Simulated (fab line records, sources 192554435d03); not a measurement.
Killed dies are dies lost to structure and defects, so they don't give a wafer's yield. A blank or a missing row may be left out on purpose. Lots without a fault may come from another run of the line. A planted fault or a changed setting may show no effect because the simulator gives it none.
Split-lot experiment | flow n5_finfet | 7 lots, 21 wafers read, on a route of 1938 steps

THE SPLIT
At N5_FIN_SAQP_FIN_ETCH_36 (etches the open film in HBr/Cl2/O2, target depth 120 nm, time 50.4 s), the setting icp_w was moved away from the recipe's 800 W on 9 of the 21 wafers read, by -13.1% to +10.5%. The other wafers ran this setting at the recipe's value.

FROM THE SPLIT TO THE READING: what the file shows between them, 3 steps
- N5_FIN_SAQP_PRECLEAN_38: cleans in O3/DIW, time 45 s
- N5_FIN_SAQP_PRECLEAN_45: cleans in dHF, time 10 s
- N5_FIN_SAQP_SRD_39: time 30 s

THE READING
trench_depth_nm, in nm, at N5_FIN_SAQP_OCD_MEAS_76. Fault-free wafers of this fab line usually give 122.3 nm, standard deviation 2.8 nm.

wafer  | tool, chamber at the split | icp_w as run, W | against the recipe | trench_depth_nm, nm | against lot-mates on the recipe
L077.1 | rie_si-03, 0               | 877.5           | +9.7%              | 122.3               | +2.8
L077.3 | rie_si-03, 2               | 877.5           | +9.7%              | 125.6               | +6.1
L077.4 | rie_si-03, 1               | 800             | recipe             | 119.5               | -
L078.1 | rie_si-06, 1               | 800             | recipe             | 122.3               | -
L078.2 | rie_si-06, 0               | 800             | recipe             | 125.3               | -
L078.4 | rie_si-06, 3               | 884             | +10.5%             | 130.6               | +6.8
L079.1 | rie_si-05, 3               | 695.5           | -13.1%             | 111.2               | -12.9
L079.2 | rie_si-05, 0               | 800             | recipe             | 124.1               | -
L079.6 | rie_si-05, 3               | 695.5           | -13.1%             | 111.3               | -12.8
L082.2 | rie_si-06, 0               | 800             | recipe             | 124.6               | -
L082.4 | rie_si-06, 1               | 800             | recipe             | 122.2               | -
L082.5 | rie_si-06, 3               | 800             | recipe             | 124.9               | -
L083.1 | rie_si-05, 0               | 879.1           | +9.9%              | 130.0               | +12.1
L083.2 | rie_si-05, 3               | 879.1           | +9.9%              | 125.2               | +7.3
L083.6 | rie_si-05, 2               | 800             | recipe             | 117.9               | -
L087.1 | rie_si-06, 2               | 875.7           | +9.5%              | 129.0               | +5.6
L087.2 | rie_si-06, 3               | 800             | recipe             | 123.4               | -
L087.4 | rie_si-06, 0               | 875.7           | +9.5%              | 130.4               | +7.0
L089.1 | rie_si-03, 2               | 800             | recipe             | 119.3               | -
L089.2 | rie_si-03, 1               | 800             | recipe             | 119.2               | -
L089.4 | rie_si-03, 0               | 800             | recipe             | 118.6               | -

THE FIT
A straight line over all 21 wafers: trench_depth_nm changes by +0.685 nm for each +1% of icp_w; r = +0.86; the points scatter about the line by 2.8 nm.
The same after taking each lot's own level away (the mean of its wafers on the recipe; 21 wafers): +0.819 nm for each +1%; r = +0.95; scatter 1.9 nm.
On that fit, the largest move of icp_w shifts the reading by 11 nm.
The lots' own levels span 117.90 to 124.10 nm, that is 2.2 times the standard deviation above.
So the lot-to-lot level changes the slope: the two fits differ.
Check: with one of the wafers moved furthest among these (-13.1%) left out of the fit, the line predicts -10.6 nm for it against its lot-mates. It came out at -12.9 nm against them.
Tool readings at the split's step, against how far the setting was moved: oes_product_au r = +0.85.

OTHER SPLITS ON THESE WAFERS
These wafers also went through other splits before the reading. Each is held against what the fit with the lots' levels taken away leaves over:
other split on the same wafers            | wafers away from the commonest value | r with trench_depth_nm (lot level and that fit taken away)
N5_WELL_APT_EXPOSE_05 dose_mj             | 8                                    | -0.04
N5_WELL_APT_DEVELOP_07 develop_time_s     | 2                                    | +0.10
N5_PMOS_HMC_CHANNEL_EPI_EXPOSE_06 dose_mj | 4                                    | -0.02

THE WHOLE CHAIN: every reading that the file lists as answering this split, in the file's order
step                    | what it does                                                         | reading                                                                    | change (the file's fit)                  | r (the file's)
N5_FIN_SAQP_FIN_ETCH_36 | etches the open film in HBr/Cl2/O2, target depth 120 nm, time 50.4 s | oes_product_au                                                             | +0.0053 a.u. for each +1% of the setting | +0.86
N5_FIN_SAQP_FIN_ETCH_36 | etches the open film in HBr/Cl2/O2, target depth 120 nm, time 50.4 s | FIN_SAQP.feature_depth_nm (the simulator's own value, which no gauge read) | +0.775 nm for each +1% of the setting    | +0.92
N5_FIN_SAQP_FIN_ETCH_36 | etches the open film in HBr/Cl2/O2, target depth 120 nm, time 50.4 s | etch.depth_nm (the simulator's own value, which no gauge read)             | +0.768 nm for each +1% of the setting    | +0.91
N5_FIN_SAQP_OCD_MEAS_76 |                                                                      | trench_depth_nm                                                            | +0.779 nm for each +1% of the setting    | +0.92

THE FILE'S OWN FIT
trench_depth_nm changes by +0.779 nm for each +1% of icp_w, r = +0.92.
